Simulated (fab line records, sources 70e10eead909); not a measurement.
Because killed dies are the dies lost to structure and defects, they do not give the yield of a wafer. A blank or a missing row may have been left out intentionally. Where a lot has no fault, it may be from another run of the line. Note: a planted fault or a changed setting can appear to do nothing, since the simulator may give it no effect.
Chamber matching ; flow nand_harc ; pecvd-02 running NHARC_A_STAIRCASE_DEP_471: 3 sister chambers
The step deposits SiO2, target thk 100 nm. 20 wafers are shown with their chamber, then 10 later ones without.

WAFERS WITH THEIR CHAMBER
wafer;chamber;throttle_valve_pct (%);heater_power_w (W)
L074.4;2;15.8;479
L074.5;0;16.8;520
L074.6;1;15.8;498
L075.2;0;16.8;561
L075.3;1;15.8;390
L075.5;2;15.7;542
L079.1;0;16.9;480
L079.2;2;15.7;634
L079.4;2;15.6;464
L082.1;1;16.1;474
L082.3;0;17.0;452
L082.6;2;15.6;539
L083.1;0;16.9;498
L083.4;2;15.7;520
L083.6;0;17.1;493
L085.1;2;15.7;595
L085.2;0;17.1;539
L085.3;1;16.1;474
L086.3;0;16.8;461
L086.4;2;15.8;569

SIGNATURES, as means of the wafers listed above
reading;chamber 0;chamber 1;chamber 2;scatter within a chamber
throttle_valve_pct;16.925;15.950;15.700;0.12
heater_power_w;500.50;459.00;542.75;48
Rule: for each reading, subtract the chamber's mean from the wafer's reading, divide by that reading's scatter and square the result; add these up over the readings and take the root, which gives the wafer's distance from the chamber. The wafer belongs to the nearest chamber; if the next one is less than 2 further off, it can't be placed. How the scatter is found: for the shown wafers, subtract from each reading the mean of its chamber, square and add these, divide the total by (wafers less chambers), then take the root.

WAFERS WHOSE CHAMBER IS MISSING
wafer;throttle_valve_pct (%);heater_power_w (W)
L086.6;17.2;466
L087.2;16.3;495
L087.5;16.4;490
L087.6;17.2;541
L097.2;16.6;481
L097.4;16.5;468
L097.6;15.8;390
L096.1;15.9;446
L096.2;15.5;532
L096.3;16.5;504

CHAMBER TAKEN BY EACH
wafer;from the rows above;in truth
L086.6;0;0
L087.2;1;1
L087.5;can't be placed: 1 or 0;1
L087.6;0;0
L097.2;0;0
L097.4;can't be placed: 0 or 1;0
L097.6;can't be placed: 1 or 2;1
L096.1;1;1
L096.2;2;2
L096.3;can't be placed: 0 or 1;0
Placed correctly: 6 of 10. Can't be placed from these rows: 4 (the true chamber is among the candidates in 4). Wrongly placed: 0.
